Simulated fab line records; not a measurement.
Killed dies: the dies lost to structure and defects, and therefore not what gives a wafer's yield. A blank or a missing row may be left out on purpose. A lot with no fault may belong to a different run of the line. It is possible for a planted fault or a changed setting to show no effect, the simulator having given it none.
Split-lot experiment | flow n5Finfet | 21 wafers read from 7 lots, route of 1938 steps

ON THE SPLIT
At N5_PASSIVATION_ETCH_59 (etches TaN in Cl2/BCl3, target depth 65 nm, time 34.9 s), the setting timeS was moved away from the recipe's 34.9 s on 8 of the 21 wafers read, by -17.9% to +13.4%. For the rest of the wafers, this setting stayed at what the recipe calls for.

The reading is taken at the split's own step.

THE READING
etch.depthNm (the simulator's own value, which no gauge read), in nm, at N5_PASSIVATION_ETCH_59 (etches TaN in Cl2/BCl3, target depth 65 nm, time 34.9 s). The file gives no usual value for it. Here, 13 wafers ran the recipe; their average is 66.19 nm with a standard deviation of 0.85 nm.

wafer  | tool, chamber at the split | timeS as run, s | against the recipe | etch.depthNm, nm | against lot-mates on the recipe
L074.1 | rieMetal-02, 0             | 28.67           | -17.9%             | 52.89            | -12.33
L074.5 | rieMetal-02, 0             | 34.9            | recipe             | 64.46            | -
L074.6 | rieMetal-02, 1             | 34.9            | recipe             | 65.98            | -
L076.4 | rieMetal-03, 1             | 34.9            | recipe             | 67.42            | -
L076.5 | rieMetal-03, 0             | 34.9            | recipe             | 66.1             | -
L076.6 | rieMetal-03, 1             | 34.9            | recipe             | 66.99            | -
L081.3 | rieMetal-03, 1             | 34.9            | recipe             | 66.59            | -
L081.5 | rieMetal-03, 1             | 34.9            | recipe             | 67.75            | -
L081.6 | rieMetal-03, 0             | 39.57           | +13.4%             | 75.66            | +8.49
L086.1 | rieMetal-01, 1             | 34.9            | recipe             | 65.71            | -
L086.3 | rieMetal-01, 0             | 38.51           | +10.3%             | 71.09            | +5.38
L086.6 | rieMetal-01, 1             | 38.51           | +10.3%             | 72.58            | +6.87
L089.1 | rieMetal-03, 0             | 34.9            | recipe             | 65.47            | -
L089.2 | rieMetal-03, 1             | 34.9            | recipe             | 66.08            | -
L089.4 | rieMetal-03, 1             | 34.9            | recipe             | 66.59            | -
L090.1 | rieMetal-03, 0             | 32.76           | -6.1%              | 61.57            | -4.43
L090.3 | rieMetal-03, 1             | 34.9            | recipe             | 66               | -
L090.5 | rieMetal-03, 1             | 32.76           | -6.1%              | 61.75            | -4.25
L091.2 | rieMetal-02, 1             | 34.9            | recipe             | 65.34            | -
L091.4 | rieMetal-02, 0             | 32.2            | -7.7%              | 59.33            | -6.01
L091.5 | rieMetal-02, 0             | 32.2            | -7.7%              | 59.25            | -6.09

THE FIT
A straight line over all 21 wafers: etch.depthNm changes by +0.705 nm for each +1% of timeS; r = +0.98; the points scatter about the line by 0.98 nm.
The same after taking each lot's own level away (the mean of its wafers on the recipe; 21 wafers): +0.667 nm for each +1%; r = +0.99; scatter 0.59 nm.
That fit puts the effect of the largest move of timeS on the reading at 12 nm.
The span of the lots' own levels, 65.220 to 67.170 nm, comes to 2.3 times the standard deviation stated above.
Consequently the slope shifts little with the lot-to-lot level, the two slopes agreeing.
Check: for one of the wafers moved furthest among these (-17.9%), held out of the fit, the line's prediction against its lot-mates is -12 nm. Against them it came out at -12.3 nm.

OTHER SPLITS ON THESE WAFERS
Note: prior to the reading, these wafers also went through further splits. Each is held against what the fit with the lots' levels taken away leaves over:
other split on the same wafers   | wafers away from the commonest value | r with etch.depthNm (lot level and that fit taken away)
N5_BEOL_M12_SPUTTER_44 timeS     | 4                                    | -0.02
N5_BEOL_M13_EXPOSE_07 doseMj     | 8                                    | -0.30
N5_BEOL_M14_PEB_26 pebTempC      | 8                                    | +0.02
N5_BEOL_M14_ETCH_68 timeS        | 5                                    | +0.00
N5_BEOL_M15_PEB_26 pebTempC      | 7                                    | -0.15
N5_PASSIVATION_VIA_ETCH_13 biasW | 5                                    | -0.02

FILE'S OWN FIT
etch.depthNm changes by +0.67 nm for each +1% of timeS, r = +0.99.
